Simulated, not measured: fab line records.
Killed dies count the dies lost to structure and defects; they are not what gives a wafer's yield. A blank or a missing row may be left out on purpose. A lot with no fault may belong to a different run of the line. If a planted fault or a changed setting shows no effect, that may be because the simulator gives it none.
fab line records    flow n5_finfet    part 2 of 2: steps 26 to 34 of 34
record lots=5  wafers=15  last_day=16
route steps=1938 shown BEOL_M13@1682
lots that met no fault: from a run of the same line without faults
start_h: the number of hours between the record's first day and the start of the first shown wafer of the lot    wait_h: hours since the lot's step before    " repeats the value in the row above    L1.1+2: a single row standing in for several wafers    - no value, or no start given    * or withheld: withheld    < > ~ a bound
route shown NAME@n: names a module that has steps shown in the file, with the first one's number in the route    usual: mean/standard deviation of fault-free wafers    same: alike in all rows    chamber/n: place in a boat    sites: the reading at each site    _std_site: the values' standard deviation    _edge_site: the outer-site mean with the inner-site mean subtracted    radius_mm: for every site, how far away it sits from the centre of the wafer    mask NAME#n: copy n    behind: tool/chamber where the wafer was last shaped    hold: why the lot was held/for how many hours/how that ended    device: the transistor (n, p or np) that didn't switch    end of line: tests of these same wafers at the route's end    where a step has no rows: the recipe by itself    killed: count of dies lost to structure and defects at first sort (not the wafer's yield)    map: a wafer's dies, x killed, . not, _ none there
set.NAME: the run value of the setting; set.NAME@STEP: its run value at that earlier step    model.NAME: the simulator's own value behind a step, which no gauge read
lots at selected steps of the route; one table per step, one row per wafer
services: a tool's chamber out of use, with start hour (start_h, from the record's first day; less than 0 if before it), hours out, and reason
## steps
# step N5_BEOL_M13_SPUTTER_45
# recipe material=Cu  target_thk_a=800  temp_c=-20  bias_v=60  power_w=26000  chamber_pressure_pa=0.13  time_s=13.33
# usual cathode_dc_power_W=26000/5  throttle_valve_pct=30.4/1.4
lot.wafer  tool            chamber  start_h  wait_h  cathode_dc_power_W  throttle_valve_pct
L078.2     pvd_sputter-01  -        261.88   0.0     26012               29.4
L078.4     "               -        "        "       25997               28.8
L078.6     "               -        "        "       26003               31.1
L087.1     pvd_sputter-03  -        314.08   0.0     26000               29.7
L087.3     "               -        "        "       25995               31.9
L087.6     "               -        "        "       26005               29.8
L089.1     pvd_sputter-01  -        338.56   0.0     26006               28.6
L089.3     "               -        "        "       25994               29.3
L089.6     "               -        "        "       26001               29.0
L091.1     pvd_sputter-01  -        351.44   0.0     26002               29.3
L091.4     "               -        "        "       26005               31.0
L091.6     "               -        "        "       25997               30.9
L094.1     pvd_sputter-03  -        355.38   0.0     25990               29.7
L094.3     "               -        "        "       25991               31.8
L094.6     "               -        "        "       25999               30.0
# step N5_BEOL_M13_ECD_47
# recipe material=Cu  target_thk_a=9360
lot.wafer   tool       chamber  start_h  wait_h
L078.2+4+6  ecd_cu-02  1,1,0    262.08   0.2
L087.1+3+6  ecd_cu-01  0        314.20   0.1
L089.1+3+6  ecd_cu-01  0,1,0    338.68   0.1
L091.1+4+6  ecd_cu-02  1        351.56   0.1
L094.1+3+6  ecd_cu-02  1        355.49   0.1
# step N5_BEOL_M13_ANNEAL_48
# recipe temp_c=225  time_s=90  ambient=N2
# usual anneal_temp_c_max=226.41/0.27  wafer_temp_C_max=225.97/0.25
lot.wafer  tool           chamber  start_h  wait_h  anneal_temp_c_max  wafer_temp_C_max
L078.2     rtp_anneal-01  0        262.56   0.4     226.60             225.80
L078.4     "              0        "        "       226.90             226.21
L078.6     "              0        "        "       226.16             226.61
L087.1     rtp_anneal-01  0        314.65   0.4     227.07             226.09
L087.3     "              0        "        "       226.79             226.16
L087.6     "              0        "        "       226.70             225.83
L089.1     rtp_anneal-01  0        338.93   0.2     226.13             225.80
L089.3     "              0        "        "       226.56             226.31
L089.6     "              0        "        "       226.52             225.94
L091.1     rtp_anneal-01  0        352.32   0.7     227.08             225.80
L091.4     "              0        "        "       226.53             226.11
L091.6     "              0        "        "       226.18             225.59
L094.1     rtp_anneal-01  0        356.06   0.5     226.82             225.91
L094.3     "              0        "        "       226.65             225.83
L094.6     "              0        "        "       226.48             225.74
# step N5_BEOL_M13_CMP_49
# recipe stop_on=SiOC  t_overpolish_s=17.1  down_force_psi=1  platen_rpm=50  clearing_platen_down_force_psi=1.5  clearing_platen_rpm=50  post_cmp_clean=cu_alkaline  target_thk_nm=420  clearing_platen_pad_velocity_m_s=0.99484  pad_velocity_m_s=0.99484
# usual barrier_field_endpoint_s=30.1/0.95  edge_zone_pressure_frac=0.999/0.0042  motor_current_A=5.8/0.64  overpolish_run_s=17.099/0.009
lot.wafer  tool    chamber  start_h  wait_h  barrier_field_endpoint_s  edge_zone_pressure_frac  motor_current_A  overpolish_run_s
L078.4     cmp-01  3        262.95   0.3     30.0                      0.996                    5.3              17.088
L078.2     "       0        "        "       29.0                      0.999                    4.8              17.093
L078.6     "       3        "        "       29.0                      0.998                    5.4              17.100
L087.1     cmp-01  3        314.98   0.3     29.5                      0.999                    5.3              17.102
L087.3     "       0        "        "       29.7                      1.003                    4.8              17.099
L087.6     "       2        "        "       29.5                      0.993                    6.0              17.124
L089.1     cmp-01  2        339.24   0.3     29.5                      1.001                    6.2              17.124
L089.3     "       1        "        "       29.9                      1.000                    6.8              17.106
L089.6     "       3        "        "       28.5                      0.999                    5.3              17.093
L091.4     cmp-01  2        352.65   0.2     29.8                      0.993                    5.9              17.082
L091.1     "       0        "        "       28.9                      1.008                    4.8              17.112
L091.6     "       1        "        "       30.4                      0.987                    7.2              17.099
L094.1     cmp-01  2        356.41   0.3     29.9                      0.996                    5.9              17.094
L094.3     "       0        "        "       29.3                      1.007                    4.4              17.088
L094.6     "       2        "        "       28.9                      0.989                    6.1              17.099
# step N5_BEOL_M13_THK_MEAS_50
# recipe thk_meas_gauge=xrf  reads=Cu_of_BEOL_M13_ECD_47
# usual M13_THK=413/6.8
lot.wafer  tool           chamber  start_h  wait_h  M13_THK[nm]
L078.2     film_metro-02  -        263.24   -       415
L078.4     "              -        "        "       417
L078.6     "              -        "        "       419
L087.1     film_metro-01  -        315.24   -       415
L087.3     "              -        "        "       404
L087.6     "              -        "        "       410
L089.1     film_metro-02  -        339.54   -       416
L089.3     "              -        "        "       412
L089.6     "              -        "        "       423
L091.1     film_metro-01  -        352.91   -       413
L091.4     "              -        "        "       415
L091.6     "              -        "        "       415
L094.1     film_metro-02  -        356.66   -       409
L094.3     "              -        "        "       403
L094.6     "              -        "        "       404
# step N5_BEOL_M13_PRE_CLEAN_52
# recipe gas=NH3  time_s=15  temp_c=withheld  rf_power_w=300
lot.wafer   tool      chamber  start_h  wait_h
L078.2+4+6  pecvd-03  0,2,0    263.28   0.0
L087.1+3+6  pecvd-03  0,2,2    315.28   0.0
L089.1+3+6  pecvd-03  2,0,2    339.57   0.0
L091.1+4+6  pecvd-01  1        352.95   0.0
L094.1+3+6  pecvd-03  2,0,0    356.70   0.0
# step N5_BEOL_M13_DEP_53
# recipe material=SiCN  target_thk_a=500  temp_c=withheld  precursor=3MS/NH3  pressure_torr=3  rf_w=675  time_s=17.8
# usual showerhead_plenum_p_Torr=4.153/0.022  throttle_valve_pct=17.6/1.1
lot.wafer  tool      chamber  start_h  wait_h  showerhead_plenum_p_Torr  throttle_valve_pct
L078.2     pecvd-03  0        263.32   0.0     4.137                     18.1
L078.4     "         2        "        "       4.142                     16.1
L078.6     "         0        "        "       4.128                     18.1
L087.1     pecvd-03  0        315.32   0.0     4.131                     18.0
L087.3     "         2        "        "       4.147                     15.8
L087.6     "         2        "        "       4.145                     15.8
L089.1     pecvd-03  2        339.61   0.0     4.145                     16.0
L089.3     "         0        "        "       4.123                     18.2
L089.6     "         2        "        "       4.142                     16.0
L091.1     pecvd-01  1        352.98   0.0     4.173                     18.1
L091.4     "         1        "        "       4.169                     18.1
L091.6     "         1        "        "       4.159                     17.5
L094.1     pecvd-03  2        356.74   0.0     4.145                     15.9
L094.3     "         0        "        "       4.138                     18.0
L094.6     "         0        "        "       4.129                     18.2
# step N5_BEOL_M13_RS_MEAS_54
# recipe thk_meas_gauge=four-point-probe  reads=Cu_of_BEOL_M13_ECD_47+Ta_of_BEOL_M13_SPUTTER_44+TaN_of_BEOL_M13_SPUTTER_43
# usual M13_RS=0.0458/0.00072
lot.wafer  tool           chamber  start_h  wait_h  M13_RS[ohm/sq]
L078.2     film_metro-01  -        263.40   0.1     0.0458
L078.4     "              -        "        "       0.0457
L078.6     "              -        "        "       0.0454
L087.1     film_metro-01  -        315.40   0.1     0.0453
L087.3     "              -        "        "       0.0465
L087.6     "              -        "        "       0.0460
L089.1     film_metro-02  -        339.69   0.1     0.0456
L089.3     "              -        "        "       0.0460
L089.6     "              -        "        "       0.0447
L091.1     film_metro-02  -        353.07   0.1     0.0458
L091.4     "              -        "        "       0.0455
L091.6     "              -        "        "       0.0456
L094.1     film_metro-01  -        356.82   0.1     0.0459
L094.3     "              -        "        "       0.0466
L094.6     "              -        "        "       0.0464
# step N5_BEOL_M13_INSPECT_55
# recipe inspect_instrument=darkfield  mode=post_dep
# usual raw_defect_count=68/22
lot.wafer  tool               chamber  start_h  wait_h  raw_defect_count
L078.2     defect_inspect-01  -        263.43   0.0     38
L078.4     "                  -        "        "       22
L078.6     "                  -        "        "       31
L087.1     defect_inspect-01  -        315.43   0.0     104
L087.3     "                  -        "        "       81
L087.6     "                  -        "        "       56
L089.1     defect_inspect-02  -        339.72   0.0     55
L089.3     "                  -        "        "       84
L089.6     "                  -        "        "       132
L091.1     defect_inspect-02  -        353.09   0.0     126
L091.4     "                  -        "        "       97
L091.6     "                  -        "        "       99
L094.1     defect_inspect-02  -        356.85   0.0     121
L094.3     "                  -        "        "       110
L094.6     "                  -        "        "       116
## services
tool             chamber  start_h  hours  kind
krf_scanner-01   -        237.38   0.8    pm
cmp-01           -        237.81   2.7    repair
krf_scanner-02   -        246.91   1.2    repair
plasma_asher-01  -        252.04   1.0    repair
krf_scanner-02   -        257.88   1.0    pm
pecvd-03         1        260.96   144.4  repair
plasma_asher-02  -        268.70   1.7    repair
rie_diel-01      3        268.96   -      clean
rie_diel-01      3        268.96   -      consumable_replace:focus_ring
rie_diel-01      3        268.96   -      consumable_replace:showerhead
cmp-01           -        270.15   5.2    pm
krf_scanner-01   -        286.57   1.0    pm
litho_track-04   -        302.19   -      consumable_replace:filter
cmp-01           -        302.36   1.8    repair
rie_diel-06      2        307.54   9.9    repair
krf_scanner-02   -        311.48   1.3    pm
krf_scanner-01   -        315.09   1.3    pm
cmp-01           -        324.92   4.0    pm
rie_diel-06      3        329.67   5.2    repair
plasma_asher-01  -        333.33   7.4    repair
rie_diel-06      2        339.05   4.8    repair
krf_scanner-01   -        340.84   7.2    pm
ecd_cu-01        -        343.98   1.2    repair
plasma_asher-01  -        354.91   1.2    repair
